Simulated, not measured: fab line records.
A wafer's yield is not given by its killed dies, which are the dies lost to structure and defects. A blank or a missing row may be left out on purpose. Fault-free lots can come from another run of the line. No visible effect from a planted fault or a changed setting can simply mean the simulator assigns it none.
fab line records	flow nandHarc
[record] lots = 24	wafers = 72	lastDay = 33
route steps=1302 shown A_STAIRCASE@773
lots untouched by any fault: they come from a run of this same line in which no faults occurred
startH: hours from the record's opening day to when the first of the lot's shown wafers began	waitH: hours from the lot's prior step to this one	" the same as in the row above	L1.1+2: a row that stands for several wafers	- no value, or no start was given	* or withheld: withheld	< > ~ a bound
route shown NAME@n: a module of which the file shows steps, and the number in the route of the first	usual: the fault-free wafers' mean and standard deviation	same: alike in all rows	chamber/n: place in a boat	sites: readings site by site	_std_site: the standard deviation of these	_edge_site: inner sites' mean taken away from outer sites' mean	radiusMm: for every site, how far away it sits from the centre of the wafer	mask NAME#n: copy n	behind: tool/chamber where the wafer was last shaped	hold: why the lot went on hold/how many hours it stayed there/how the hold came to an end	device: names the non-switching transistor (n, p or np)	end of line: at the end of the route, the tests of the same wafers	a step given without rows: its recipe and nothing more	killed: dies that structure and defects cost at the first sort, which is not the same as the wafer's yield	map: per-die view of a wafer (x killed, . not killed, _ where there is no die)
set.NAME: the setting the step ran with; set.NAME@STEP: the setting that earlier step ran with	model.NAME: the simulator's own value behind a step, which no gauge read
steps of the route over a sample of lots; a table a step, a row a wafer
services: a tool's chamber out of use, with start hour (startH, from the record's first day; less than 0 if before it), hours out, and reason
[[steps]]
[step NHARC_A_STAIRCASE_DEP_259]
[recipe] targetThkA = 300	targetThkNm = 30	tempC = 400	pressureTorr = 3.5	flowSccm = 200	rfW = 350	material = SiON
[usual] heaterPowerW = 738/80
lot.wafer	tool	chamber	startH	waitH	heaterPowerW
L074.4	pecvd-04	2	359.85	0.7	833
L074.3	"	1	"	"	681
L074.5	"	2	"	"	856
L076.2	pecvd-02	2	380.77	1.3	675
L076.5	"	0	"	"	786
L076.6	"	1	"	"	719
L075.2	pecvd-04	1	385.72	1.3	703
L075.1	"	2	"	"	825
L075.5	"	2	"	"	814
L077.1	pecvd-03	2	399.91	1.6	664
L077.4	"	1	"	"	810
L077.5	"	2	"	"	668
L078.3	pecvd-04	1	410.10	1.4	786
L078.6	"	1	"	"	765
L078.5	"	2	"	"	833
L079.4	pecvd-02	1	428.94	0.7	759
L079.5	"	2	"	"	622
L079.6	"	0	"	"	659
L080.3	pecvd-02	1	430.18	1.0	851
L080.4	"	1	"	"	846
L080.6	"	2	"	"	734
L081.1	pecvd-02	0	454.07	1.6	727
L081.4	"	2	"	"	607
L081.5	"	0	"	"	739
L082.1	pecvd-02	0	454.43	1.5	647
L082.2	"	1	"	"	841
L082.3	"	2	"	"	751
L083.3	pecvd-03	0	469.22	0.9	633
L083.1	"	2	"	"	607
L083.6	"	0	"	"	656
L086.1	pecvd-03	1	478.08	1.6	837
L086.6	"	0	"	"	561
L086.4	"	1	"	"	838
L085.3	pecvd-02	2	479.70	1.0	647
L085.2	"	0	"	"	640
L085.6	"	2	"	"	638
L084.1	pecvd-03	0	483.28	1.6	614
L084.2	"	2	"	"	590
L084.5	"	2	"	"	598
L087.3	pecvd-03	1	490.15	0.9	815
L087.6	"	2	"	"	650
L087.4	"	0	"	"	658
L088.4	pecvd-04	2	511.09	0.7	829
L088.6	"	0	"	"	808
L088.5	"	1	"	"	772
L089.2	pecvd-04	2	525.12	1.2	814
L089.1	"	0	"	"	851
L089.4	"	1	"	"	680
L090.3	pecvd-02	0	530.31	1.0	704
L090.5	"	1	"	"	807
L090.4	"	2	"	"	680
L092.1	pecvd-04	1	556.65	1.5	721
L092.3	"	2	"	"	755
L092.2	"	0	"	"	871
L091.1	pecvd-04	1	564.87	1.6	681
L091.4	"	0	"	"	771
L091.5	"	2	"	"	834
L093.1	pecvd-02	0	572.50	1.6	750
L093.4	"	2	"	"	691
L093.5	"	0	"	"	741
L094.3	pecvd-04	2	572.82	0.9	849
L094.6	"	2	"	"	849
L094.5	"	0	"	"	847
L095.2	pecvd-04	0	588.10	1.3	727
L095.4	"	2	"	"	787
L095.6	"	1	"	"	676
L096.1	pecvd-03	1	595.22	1.6	808
L096.2	"	0	"	"	649
L096.5	"	0	"	"	623
L097.2	pecvd-04	1	598.05	1.2	676
L097.1	"	2	"	"	822
L097.6	"	0	"	"	828
[step NHARC_A_STAIRCASE_HM_OPEN_457]
[recipe] o2FlowSccm = 400	cosFlowSccm = 20	arFlowSccm = 0	rfW = 500	biasW = 300	chemistry = O2/COS
[usual] drypumpMotorCurrentA = 5.7/0.33	mfcArSccm = 0.010/0.012	oesProductAu = 1.003/0.011	rfVppV = 468.2/2.7	showerheadPlenumPTorr = 3.17/0.12	throttleValvePct = 28.330/0.0092
lot.wafer	tool	chamber	startH	waitH	drypumpMotorCurrentA	mfcArSccm	oesProductAu	rfHoursCounterH	rfVppV	showerheadPlenumPTorr	throttleValvePct
L074.4	rieDiel-01	3	-	-	6.3	0	1.015	48	467.6	3.13	28.335
L074.3	"	2	"	"	5.7	0	1.008	45	468.0	3.13	28.326
L074.5	"	3	"	"	6.3	0	0.999	-	466.7	3.13	28.322
L076.2	rieDiel-04	2	-	-	5.7	0.037	0.995	4	467.0	3.17	28.334
L076.5	"	0	"	"	5.8	0.016	1.000	-	470.8	3.31	28.323
L076.6	"	1	"	"	5.5	0	1.000	-	472.8	3.29	28.331
L075.2	rieDiel-07	0	-	-	5.2	0	1.022	27	470.1	3.22	28.332
L075.1	"	2	"	"	5.1	0.003	1.014	26	464.2	3.01	28.324
L075.5	"	1	"	"	5.9	0.018	1.007	-	471.0	3.33	28.346
L077.4	rieDiel-01	2	-	-	5.7	0	0.995	3	468.5	3.13	28.317
L077.1	"	3	"	"	6.4	0	1.002	3	467.1	3.12	28.319
L077.5	"	1	"	"	6.3	0	1.007	-	463.0	2.91	28.318
L078.3	rieDiel-04	3	-	-	5.6	0.004	1.011	15	468.2	3.17	28.343
L078.6	"	3	"	"	5.6	0.004	1.007	-	469.1	3.17	28.307
L078.5	"	0	"	"	5.8	0.016	1.002	-	470.9	3.31	28.338
L079.4	rieDiel-01	3	-	-	6.3	0	1.022	11	467.6	3.12	28.339
L079.5	"	3	"	"	6.3	0	1.002	-	467.4	3.12	28.319
L079.6	"	0	"	"	5.7	0.010	1.019	-	464.5	3.02	28.318
L080.4	rieDiel-04	2	-	-	5.7	0.037	0.984	20	467.0	3.16	28.348
L080.3	"	3	"	"	5.7	0.004	1.013	21	468.7	3.17	28.334
L080.6	"	3	"	"	5.6	0.004	1.015	-	468.0	3.17	28.329
L081.1	rieDiel-07	1	-	-	5.9	0.018	1.002	44	471.5	3.32	28.324
L081.4	"	3	"	"	5.4	0.027	0.981	50	469.7	3.32	28.329
L081.5	"	1	"	"	5.9	0.018	1.011	-	471.3	3.32	28.328
L082.1	rieDiel-04	1	-	-	5.5	0	1.000	25	470.3	3.27	28.334
L082.2	"	2	"	"	5.7	0.037	0.990	28	467.0	3.16	28.332
L082.3	"	0	"	"	5.8	0.016	0.992	24	470.5	3.30	28.325
L083.3	rieDiel-04	2	-	-	5.6	0.037	0.988	35	468.6	3.15	28.343
L083.1	"	3	"	"	5.6	0.004	1.003	33	468.6	3.16	28.339
L083.6	"	2	"	"	5.6	0.037	0.983	-	467.4	3.15	28.322
L086.1	rieDiel-01	3	-	-	6.3	0	1.016	28	467.2	3.11	28.323
L086.4	"	1	"	"	6.3	0	1.006	28	461.4	2.90	28.332
L086.6	"	3	"	"	6.3	0	1.014	-	467.2	3.11	28.338
L085.3	rieDiel-07	1	-	-	5.9	0.018	1.003	0	472.1	3.32	28.325
L085.2	"	0	"	"	5.2	0	0.999	0	468.1	3.20	28.323
L085.6	"	2	"	"	5.1	0.003	0.991	-	462.6	3.00	28.336
L084.2	rieDiel-04	2	-	-	5.7	0.037	0.984	41	468.4	3.15	28.341
L084.1	"	3	"	"	5.6	0.004	0.994	39	468.8	3.16	28.331
L084.5	"	3	"	"	5.6	0.004	0.994	-	468.0	3.16	28.332
L087.3	rieDiel-04	3	-	-	5.6	0.004	1.001	41	469.4	3.16	28.321
L087.4	"	1	"	"	5.5	0	1.011	40	470.5	3.27	28.336
L087.6	"	3	"	"	5.6	0.004	1.001	-	469.5	3.16	28.336
L088.4	rieDiel-07	1	-	-	5.9	0.018	1.018	8	470.9	3.31	28.339
L088.6	"	1	"	"	5.9	0.018	1.029	-	470.7	3.31	28.324
L088.5	"	2	"	"	5.1	0.003	1.006	-	463.6	3.00	28.326
L089.4	rieDiel-04	0	-	-	5.8	0.016	1.001	49	469.9	3.29	28.322
L089.1	"	1	"	"	5.5	0	1.007	52	469.6	3.26	28.332
L089.2	"	3	"	"	5.6	0.004	1.016	52	466.8	3.15	28.321
L090.4	rieDiel-04	0	-	-	5.8	0.016	1.012	51	470.7	3.29	28.330
L090.3	"	1	"	"	5.5	0	1.010	52	470.1	3.26	28.314
L090.5	"	1	"	"	5.5	0	1.015	-	470.2	3.26	28.349
L092.3	rieDiel-04	2	-	-	5.6	0.037	0.999	9	466.3	3.14	28.347
L092.1	"	3	"	"	5.6	0.004	1.018	9	466.7	3.15	28.337
L092.2	"	1	"	"	5.5	0	0.997	9	468.3	3.26	28.325
L091.4	rieDiel-07	1	-	-	5.9	0.018	0.996	23	471.5	3.31	28.330
L091.1	"	0	"	"	5.2	0	1.007	20	469.0	3.19	28.341
L091.5	"	1	"	"	5.9	0.018	0.994	-	470.9	3.31	28.320
L093.4	rieDiel-07	1	-	-	5.9	0.018	0.990	25	469.8	3.31	28.333
L093.1	"	2	"	"	5.2	0.003	0.988	31	463.0	2.99	28.322
L093.5	"	0	"	"	5.2	0	1.002	-	466.6	3.19	28.335
L094.3	rieDiel-07	0	-	-	5.2	0	1.011	23	469.7	3.19	28.349
L094.5	"	3	"	"	5.4	0.027	0.985	-	468.8	3.30	28.328
L094.6	"	0	"	"	5.2	0	1.013	-	467.6	3.19	28.332
L095.2	rieDiel-01	3	-	-	6.3	0	1.016	5	466.9	3.09	28.318
L095.6	"	3	"	"	6.3	0	1.017	-	466.5	3.09	28.333
L095.4	"	1	"	"	6.3	0	0.996	-	472.4	3.37	28.318
L096.2	rieDiel-01	3	-	-	6.3	0	1.016	7	466.2	3.09	28.321
L096.1	"	2	"	"	5.7	0	0.998	7	467.7	3.10	28.318
L096.5	"	3	"	"	6.3	0	1.000	-	466.8	3.09	28.333
L097.2	rieDiel-01	2	-	-	5.7	0	0.982	8	466.0	3.10	28.345
L097.1	"	3	"	"	6.3	0	1.014	8	464.9	3.09	28.319
L097.6	"	2	"	"	5.7	0	1.011	-	467.2	3.10	28.301
[step NHARC_A_STAIRCASE_DEP_280]
[recipe] targetThkA = 300	targetThkNm = 30	tempC = 400	pressureTorr = 3.5	flowSccm = 200	rfW = 350	material = SiON
[usual] heaterPowerW = 734/83
lot.wafer	tool	chamber	startH	waitH	heaterPowerW
L074.3	pecvd-02	2	369.50	0.9	704
L074.5	"	0	"	"	770
L074.4	"	1	"	"	824
L076.2	pecvd-04	2	388.24	1.3	851
L076.5	"	1	"	"	771
L076.6	"	2	"	"	853
L075.2	pecvd-02	1	392.97	1.2	814
L075.1	"	0	"	"	721
L075.5	"	1	"	"	816
L077.1	pecvd-03	2	409.94	1.9	684
L077.4	"	2	"	"	685
L077.5	"	0	"	"	573
L078.3	pecvd-03	0	416.18	1.0	566
L078.6	"	2	"	"	684
L078.5	"	0	"	"	572
L079.5	pecvd-04	2	439.74	0.4	734
L079.4	"	0	"	"	829
L079.6	"	1	"	"	789
L080.3	pecvd-03	2	441.55	1.0	668
L080.4	"	0	"	"	673
L080.6	"	2	"	"	668
L081.1	pecvd-02	1	459.93	1.6	837
L081.5	"	1	"	"	846
L081.4	"	2	"	"	673
L082.2	pecvd-02	0	460.28	1.2	680
L082.3	"	1	"	"	750
L082.1	"	2	"	"	719
L083.3	pecvd-03	0	476.23	1.0	603
L083.1	"	1	"	"	784
L083.6	"	0	"	"	588
L086.1	pecvd-02	1	486.95	1.6	852
L086.6	"	1	"	"	847
L086.4	"	2	"	"	736
L085.2	pecvd-03	0	488.30	1.2	571
L085.3	"	2	"	"	653
L085.6	"	0	"	"	587
L084.1	pecvd-03	0	493.93	1.6	584
L084.2	"	1	"	"	838
L084.5	"	2	"	"	660
L087.3	pecvd-03	0	499.52	1.0	664
L087.6	"	1	"	"	841
L087.4	"	0	"	"	681
L088.6	pecvd-03	0	518.43	0.1	590
L088.5	"	1	"	"	833
L088.4	"	2	"	"	587
L089.1	pecvd-04	1	532.09	1.6	741
L089.2	"	0	"	"	835
L089.4	"	0	"	"	837
L090.3	pecvd-04	2	536.23	1.0	817
L090.5	"	2	"	"	805
L090.4	"	1	"	"	767
L092.2	pecvd-03	0	566.45	1.2	629
L092.1	"	2	"	"	689
L092.3	"	0	"	"	654
L091.1	pecvd-03	0	573.27	1.6	668
L091.5	"	2	"	"	762
L091.4	"	0	"	"	678
L093.1	pecvd-04	1	580.16	1.6	709
L093.5	"	0	"	"	767
L093.4	"	1	"	"	714
L094.3	pecvd-04	0	581.82	1.0	828
L094.6	"	0	"	"	842
L094.5	"	1	"	"	709
L095.2	pecvd-04	1	597.07	1.3	723
L095.4	"	0	"	"	789
L095.6	"	2	"	"	756
L096.1	pecvd-03	0	603.64	1.5	542
L096.2	"	2	"	"	725
L096.5	"	1	"	"	903
L097.2	pecvd-04	2	605.46	1.2	824
L097.1	"	1	"	"	715
L097.6	"	1	"	"	725
[step NHARC_A_STAIRCASE_STRIP_295]
[recipe] o2FlowSccm = 500	arFlowSccm = 0	biasW = 0	chemistry = O2
[usual] drypumpMotorCurrentA = 5.7/0.35	mfcArSccm = 0.010/0.012	oesProductAu = 1.002/0.011	rfVppV = 58.0/1	showerheadPlenumPTorr = 3.57/0.14	throttleValvePct = 17.037/0.0082
lot.wafer	tool	chamber	startH	waitH	drypumpMotorCurrentA	mfcArSccm	oesProductAu	rfHoursCounterH	rfVppV	showerheadPlenumPTorr	throttleValvePct
L074.4	rieDiel-04	0	-	-	5.8	0.016	0.994	1	59.2	3.74	17.036
L074.3	"	3	"	"	5.6	0.004	1.012	2	56.4	3.59	17.035
L074.5	"	0	"	"	5.8	0.016	1.004	-	57.1	3.74	17.034
L076.2	rieDiel-04	0	-	-	5.8	0.016	0.991	7	59.7	3.74	17.041
L076.6	"	3	"	"	5.7	0.004	1.003	-	58.0	3.59	17.047
L076.5	"	0	"	"	5.8	0.016	0.992	-	57.6	3.74	17.035
L075.2	rieDiel-04	2	-	-	5.7	0.037	0.997	9	59.1	3.58	17.039
L075.1	"	3	"	"	5.6	0.004	1.013	10	59.7	3.59	17.033
L075.5	"	2	"	"	5.7	0.037	0.990	-	58.3	3.58	17.022
L077.4	rieDiel-01	1	-	-	6.2	0	1.009	5	55.3	3.30	17.055
L077.1	"	3	"	"	6.3	0	1.014	6	57.1	3.53	17.047
L077.5	"	2	"	"	5.7	0	1.002	-	58.0	3.54	17.031
L078.3	rieDiel-04	1	-	-	5.5	0	1.008	16	59.8	3.70	17.030
L078.5	"	1	"	"	5.5	0	1.012	-	59.0	3.70	17.041
L078.6	"	2	"	"	5.7	0.037	0.990	-	57.7	3.57	17.048
L079.4	rieDiel-01	0	-	-	5.7	0.010	1.017	13	59.0	3.42	17.024
L079.5	"	3	"	"	6.3	0	1.006	-	57.4	3.52	17.040
L079.6	"	0	"	"	5.7	0.010	1.007	-	57.7	3.42	17.034
L080.4	rieDiel-01	3	-	-	6.3	0	1.010	14	57.5	3.52	17.029
L080.3	"	0	"	"	5.7	0.010	1.014	14	58.3	3.42	17.037
L080.6	"	3	"	"	6.3	0	1.008	-	57.4	3.52	17.049
L081.1	rieDiel-01	3	-	-	6.3	0	1.014	20	57.1	3.52	17.034
L081.4	"	0	"	"	5.8	0.010	1.006	20	58.2	3.41	17.022
L081.5	"	2	"	"	5.7	0	0.999	-	59.2	3.53	17.026
L082.3	rieDiel-07	0	-	-	5.2	0	1.012	48	59.7	3.62	17.039
L082.1	"	1	"	"	5.9	0.018	1.002	46	57.5	3.75	17.036
L082.2	"	2	"	"	5.1	0.003	0.991	49	57.5	3.39	17.039
L083.1	rieDiel-01	1	-	-	6.3	0	1.003	28	56.8	3.28	17.045
L083.3	"	2	"	"	5.7	0	0.996	27	58.3	3.52	17.036
L083.6	"	3	"	"	6.3	0	1.006	-	57.6	3.52	17.043
L086.4	rieDiel-07	3	-	-	5.4	0.027	0.990	3	59.3	3.74	17.036
L086.1	"	1	"	"	5.9	0.018	1.000	4	58.0	3.75	17.036
L086.6	"	3	"	"	5.4	0.027	0.990	-	58.2	3.74	17.037
L085.2	rieDiel-07	3	-	-	5.4	0.027	0.984	4	60.0	3.74	17.055
L085.3	"	0	"	"	5.2	0	1.007	4	58.1	3.62	17.037
L085.6	"	0	"	"	5.2	0	1.001	-	58.7	3.62	17.043
L084.1	rieDiel-07	1	-	-	5.9	0.018	1.017	5	58.9	3.75	17.031
L084.2	"	3	"	"	5.4	0.027	0.995	4	58.9	3.74	17.037
L084.5	"	2	"	"	5.2	0.003	0.997	-	56.2	3.39	17.044
L087.3	rieDiel-01	3	-	-	6.3	0	1.016	39	56.9	3.51	17.024
L087.4	"	1	"	"	6.3	0	0.996	34	56.9	3.28	17.033
L087.6	"	3	"	"	6.3	0	1.020	-	55.8	3.51	17.045
L088.4	rieDiel-04	0	-	-	5.8	0.016	0.996	48	58.4	3.71	17.032
L088.5	"	1	"	"	5.5	0	1.010	-	58.0	3.68	17.035
L088.6	"	2	"	"	5.7	0.037	0.987	-	56.4	3.55	17.037
L089.4	rieDiel-01	3	-	-	6.3	0	1.002	49	57.3	3.50	17.043
L089.1	"	1	"	"	6.3	0	0.992	44	57.1	3.27	17.039
L089.2	"	2	"	"	5.7	0	1.001	47	57.0	3.51	17.039
L090.3	rieDiel-07	2	-	-	5.2	0.003	0.990	15	57.5	3.38	17.046
L090.4	"	3	"	"	5.4	0.027	0.987	14	57.7	3.73	17.034
L090.5	"	2	"	"	5.1	0.003	0.985	-	56.2	3.38	17.051
L092.1	rieDiel-01	0	-	-	5.8	0.010	1.024	1	56.6	3.40	17.032
L092.3	"	1	"	"	6.3	0	0.985	1	57.2	3.81	17.048
L092.2	"	2	"	"	5.7	0	1.005	1	58.9	3.51	17.043
L091.4	rieDiel-04	0	-	-	5.8	0.016	1.006	3	57.9	3.71	17.033
L091.1	"	1	"	"	5.5	0	1.002	15	56.8	3.67	17.042
L091.5	"	0	"	"	5.8	0.016	1.009	-	57.6	3.71	17.038
L093.1	rieDiel-01	3	-	-	6.3	0	1.025	2	58.2	3.50	17.038
L093.5	"	0	"	"	5.7	0.010	1.022	-	58.5	3.39	17.040
L093.4	"	1	"	"	6.2	0	1.009	-	58.1	3.80	17.046
L094.3	rieDiel-04	0	-	-	5.8	0.016	1.003	7	58.9	3.71	17.024
L094.5	"	1	"	"	5.5	0	0.987	-	57.5	3.67	17.028
L094.6	"	0	"	"	5.8	0.016	0.994	-	58.3	3.71	17.039
L095.2	rieDiel-07	2	-	-	5.2	0.003	1.003	40	58.4	3.37	17.036
L095.4	"	0	"	"	5.2	0	1.007	36	58.8	3.60	17.038
L095.6	"	2	"	"	5.2	0.003	1.015	-	58.6	3.37	17.036
L096.1	rieDiel-04	0	-	-	5.8	0.016	0.998	13	58.7	3.70	17.023
L096.2	"	1	"	"	5.5	0	0.997	25	58.1	3.67	17.030
L096.5	"	2	"	"	5.6	0.037	0.989	-	57.5	3.54	17.048
L097.2	rieDiel-07	3	-	-	5.4	0.027	0.975	43	58.6	3.72	17.039
L097.1	"	0	"	"	5.2	0	1.003	38	57.9	3.60	17.044
L097.6	"	0	"	"	5.2	0	1.004	-	58.3	3.60	17.050
[step NHARC_A_STAIRCASE_ETCH_315]
[recipe] targetDepthA = 25000	timeS = 607.1	ionEnergyEv = 800	c4f8FlowSccm = 80	o2FlowSccm = 60	arFlowSccm = withheld	rfW = 600	biasW = 3000	chemistry = C4F8/O2/Ar
[usual] oesProductAu = 0.934/0.01	rfVppV = 1829/11
lot.wafer	tool	chamber	startH	waitH	oesProductAu	rfHoursCounterH	rfVppV
L074.4	rieDiel-04	0	-	-	0.938	3	1842
L074.3	"	1	"	"	0.938	3	1841
L074.5	"	0	"	"	0.925	-	1842
L076.2	rieDiel-01	2	-	-	0.939	1	1828
L076.6	"	1	"	"	0.942	-	1809
L076.5	"	2	"	"	0.944	-	1828
L075.2	rieDiel-01	0	-	-	0.955	2	1819
L075.1	"	2	"	"	0.938	3	1826
L075.5	"	1	"	"	0.952	-	1809
L077.1	rieDiel-04	2	-	-	0.916	16	1831
L077.4	"	3	"	"	0.933	17	1832
L077.5	"	1	"	"	0.928	-	1840
L078.3	rieDiel-01	0	-	-	0.936	10	1819
L078.6	"	1	"	"	0.938	-	1809
L078.5	"	2	"	"	0.936	-	1827
L079.4	rieDiel-04	3	-	-	0.937	25	1831
L079.6	"	3	"	"	0.928	-	1830
L079.5	"	0	"	"	0.925	-	1840
L080.4	rieDiel-04	2	-	-	0.909	27	1830
L080.3	"	0	"	"	0.918	24	1842
L080.6	"	2	"	"	0.912	-	1830
L081.1	rieDiel-01	3	-	-	0.938	22	1827
L081.4	"	0	"	"	0.931	21	1818
L081.5	"	0	"	"	0.921	-	1817
L082.2	rieDiel-01	0	-	-	0.937	21	1818
L082.1	"	1	"	"	0.932	23	1809
L082.3	"	3	"	"	0.927	22	1823
L083.3	rieDiel-01	3	-	-	0.941	30	1827
L083.1	"	0	"	"	0.934	29	1817
L083.6	"	3	"	"	0.931	-	1826
L086.4	rieDiel-07	3	-	-	0.919	5	1842
L086.1	"	1	"	"	0.940	6	1842
L086.6	"	0	"	"	0.943	-	1834
L085.2	rieDiel-04	2	-	-	0.921	44	1829
L085.3	"	3	"	"	0.933	43	1829
L085.6	"	3	"	"	0.933	-	1829
L084.2	rieDiel-04	0	-	-	0.934	42	1841
L084.1	"	2	"	"	0.915	45	1830
L084.5	"	3	"	"	0.937	-	1829
L087.4	rieDiel-07	0	-	-	0.934	8	1834
L087.3	"	1	"	"	0.929	8	1844
L087.6	"	1	"	"	0.929	-	1843
L088.4	rieDiel-07	1	-	-	0.939	12	1842
L088.6	"	3	"	"	0.928	-	1843
L088.5	"	0	"	"	0.948	-	1833
L089.1	rieDiel-01	2	-	-	0.938	48	1826
L089.2	"	3	"	"	0.932	50	1825
L089.4	"	0	"	"	0.947	46	1817
L090.3	rieDiel-01	3	-	-	0.932	53	1825
L090.4	"	1	"	"	0.934	49	1807
L090.5	"	0	"	"	0.944	-	1817
L092.2	rieDiel-01	2	-	-	0.939	5	1824
L092.1	"	0	"	"	0.949	5	1819
L092.3	"	1	"	"	0.935	5	1848
L091.4	rieDiel-01	3	-	-	0.947	1	1825
L091.1	"	0	"	"	0.956	6	1818
L091.5	"	1	"	"	0.926	-	1846
L093.1	rieDiel-01	0	-	-	0.944	10	1816
L093.5	"	0	"	"	0.949	-	1816
L093.4	"	1	"	"	0.923	-	1847
L094.3	rieDiel-01	1	-	-	0.926	11	1847
L094.5	"	0	"	"	0.940	-	1818
L094.6	"	1	"	"	0.931	-	1847
L095.2	rieDiel-07	3	-	-	0.916	41	1841
L095.4	"	0	"	"	0.935	37	1832
L095.6	"	3	"	"	0.905	-	1841
L096.1	rieDiel-07	2	-	-	0.937	43	1816
L096.2	"	3	"	"	0.919	44	1840
L096.5	"	2	"	"	0.935	-	1815
L097.2	rieDiel-01	2	-	-	0.942	13	1826
L097.1	"	0	"	"	0.948	18	1816
L097.6	"	2	"	"	0.932	-	1825
[step NHARC_A_STAIRCASE_DEP_151]
[recipe] targetThkA = 72000	tempC = 400	targetThkNm = 7200	teosFlowSccm = 200	rfW = 500	material = SiO2
[usual] heaterPowerW = 643/77
lot.wafer	tool	chamber	startH	waitH	heaterPowerW
L074.3	pecvd-02	2	391.92	0.6	659
L074.5	"	0	"	"	592
L074.4	"	1	"	"	648
L075.2	pecvd-03	2	416.76	0.5	634
L075.1	"	0	"	"	505
L075.5	"	2	"	"	552
L076.2	pecvd-04	2	416.76	0.5	660
L076.6	"	1	"	"	608
L076.5	"	0	"	"	617
L077.1	pecvd-04	2	433.67	0.5	720
L077.5	"	2	"	"	655
L077.4	"	0	"	"	617
L078.3	pecvd-03	1	442.13	0.4	798
L078.5	"	1	"	"	644
L078.6	"	0	"	"	503
L079.4	pecvd-03	1	461.86	0.7	639
L079.5	"	2	"	"	522
L079.6	"	0	"	"	505
L080.3	pecvd-04	2	465.65	0.4	758
L080.6	"	0	"	"	643
L080.4	"	1	"	"	608
L082.3	pecvd-04	0	481.27	0.4	691
L082.2	"	1	"	"	717
L082.1	"	2	"	"	782
L081.1	pecvd-03	2	481.37	0.5	658
L081.5	"	2	"	"	535
L081.4	"	0	"	"	490
L083.3	pecvd-02	0	500.12	0.4	588
L083.1	"	1	"	"	737
L083.6	"	1	"	"	654
L085.3	pecvd-04	2	511.79	0.5	767
L085.2	"	0	"	"	642
L085.6	"	0	"	"	642
L086.1	pecvd-03	1	511.79	0.5	762
L086.4	"	0	"	"	500
L086.6	"	2	"	"	536
L084.1	pecvd-03	1	516.86	0.5	793
L084.2	"	2	"	"	557
L084.5	"	2	"	"	537
L087.3	pecvd-02	1	529.54	0.5	675
L087.6	"	1	"	"	643
L087.4	"	2	"	"	553
L088.5	pecvd-02	2	540.27	0.7	558
L088.4	"	0	"	"	548
L088.6	"	1	"	"	642
L089.2	pecvd-04	2	554.57	0.5	796
L089.1	"	0	"	"	746
L089.4	"	0	"	"	637
L090.3	pecvd-02	1	558.62	0.5	690
L090.5	"	0	"	"	559
L090.4	"	2	"	"	550
L092.1	pecvd-04	0	591.38	0.4	759
L092.3	"	1	"	"	688
L092.2	"	2	"	"	764
L091.1	pecvd-04	1	596.19	0.6	692
L091.5	"	0	"	"	657
L091.4	"	1	"	"	625
L093.1	pecvd-04	2	602.17	0.6	808
L093.5	"	1	"	"	580
L093.4	"	0	"	"	644
L094.3	pecvd-04	1	605.90	0.4	728
L094.5	"	1	"	"	592
L094.6	"	2	"	"	634
L095.2	pecvd-03	2	619.94	0.5	743
L095.4	"	2	"	"	588
L095.6	"	0	"	"	504
L096.1	pecvd-02	1	628.07	0.4	711
L096.2	"	0	"	"	593
L096.5	"	1	"	"	670
L097.1	pecvd-04	2	628.07	0.4	744
L097.2	"	1	"	"	735
L097.6	"	2	"	"	644
[[services]]
tool	chamber	startH	hours	kind
rieDiel-01	0	336.25	-	clean
pecvd-04	-	343.99	0.7	repair
rieDiel-01	3	345.57	6.2	repair
pecvd-04	0	347.58	20.1	repair
rieDiel-04	-	354.90	9.0	pm
rieDiel-07	1	359.86	2.9	repair
pecvd-03	-	366.24	13.0	pm
rieDiel-01	1	366.50	3.8	repair
rieDiel-01	3	378.09	9.6	repair
rieDiel-01	-	380.80	9.0	pm
rieDiel-07	0	393.62	9.9	repair
rieDiel-07	0	403.85	8.8	repair
pecvd-02	-	408.10	13.0	pm
pecvd-04	-	450.05	13.0	pm
rieDiel-04	-	532.93	9.0	pm
pecvd-03	-	547.39	13.0	pm
rieDiel-07	1	554.62	4.5	repair
rieDiel-07	0	555.62	7.3	repair
rieDiel-01	2	581.64	14.5	repair
rieDiel-04	3	582.21	24.3	repair
pecvd-02	-	589.10	13.0	pm
rieDiel-04	-	597.26	0.4	repair
pecvd-04	0	610.89	19.1	repair
rieDiel-07	3	624.07	13.7	repair
[[key]]
fault none
